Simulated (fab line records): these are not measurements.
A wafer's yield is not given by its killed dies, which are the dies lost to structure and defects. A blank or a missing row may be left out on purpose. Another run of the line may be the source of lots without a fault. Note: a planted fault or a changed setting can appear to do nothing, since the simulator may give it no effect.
2 desks looking at one fault || flow n5_finfet || numbers are kept per desk, each desk with only its own; the story behind them comes last

== AT THE METROLOGY DESK ==
What the gauges read for every lot (on any tool): the sampled wafers with a number, averaged. Any lot whose mean is over 4 standard deviations away from the usual mean is out of limits and marked OUT; that distance is given in the brackets.
Columns: A = trench_depth_nm at N5_BEOL_M9_OCD_MEAS_38, usual 152.1 nm; B = cd_nm at N5_BEOL_M9_CD_MEAS_35, usual 69.9 nm
{"lot": "L466", "first seen here": "day 9 17:50", "A": 150.6, "B": 71.0}
{"lot": "L473", "first seen here": "day 11 13:58", "A": 152.2, "B": 68.6}
{"lot": "L479", "first seen here": "day 13 16:16", "A": 151.9, "B": 71.0}
{"lot": "L478", "first seen here": "day 13 16:18", "A": 151.2, "B": 69.3}
{"lot": "L483", "first seen here": "day 14 12:34", "A": 153.0, "B": 69.1}
{"lot": "L486", "first seen here": "day 15 10:42", "A": 153.7, "B": 70.9}
Finding of this desk: none of the 6 lots has anything out of limits.

== DESK OF THE TOOL OWNER: ald_metal-04 ==
The tool's own readings at N5_BEOL_M9_ALD_74 (deposits TaN, target thk 2 nm, pulse time 2 s, purge time 3 s): means of the sampled wafers that have a number, for each lot that ran on this tool. Any lot whose mean is over 4 standard deviations away from the usual mean is out of limits and marked OUT; that distance is given in the brackets.
Columns: A = heater_power_w at N5_BEOL_M9_ALD_74, usual 405 W
{"lot": "L466", "first seen here": "day 9 18:44", "A": 401}
{"lot": "L479", "first seen here": "day 13 16:59", "A": 402}
{"lot": "L483", "first seen here": "day 14 13:28", "A": 356}
Finding of this desk: none of the 3 lots has anything out of limits.

== PUT TOGETHER ==
At the metrology desk, nothing out of limits was observed.
The tool owner's desk saw nothing out of limits.

== WHAT WAS PUT IN BY THE SIMULATOR ==
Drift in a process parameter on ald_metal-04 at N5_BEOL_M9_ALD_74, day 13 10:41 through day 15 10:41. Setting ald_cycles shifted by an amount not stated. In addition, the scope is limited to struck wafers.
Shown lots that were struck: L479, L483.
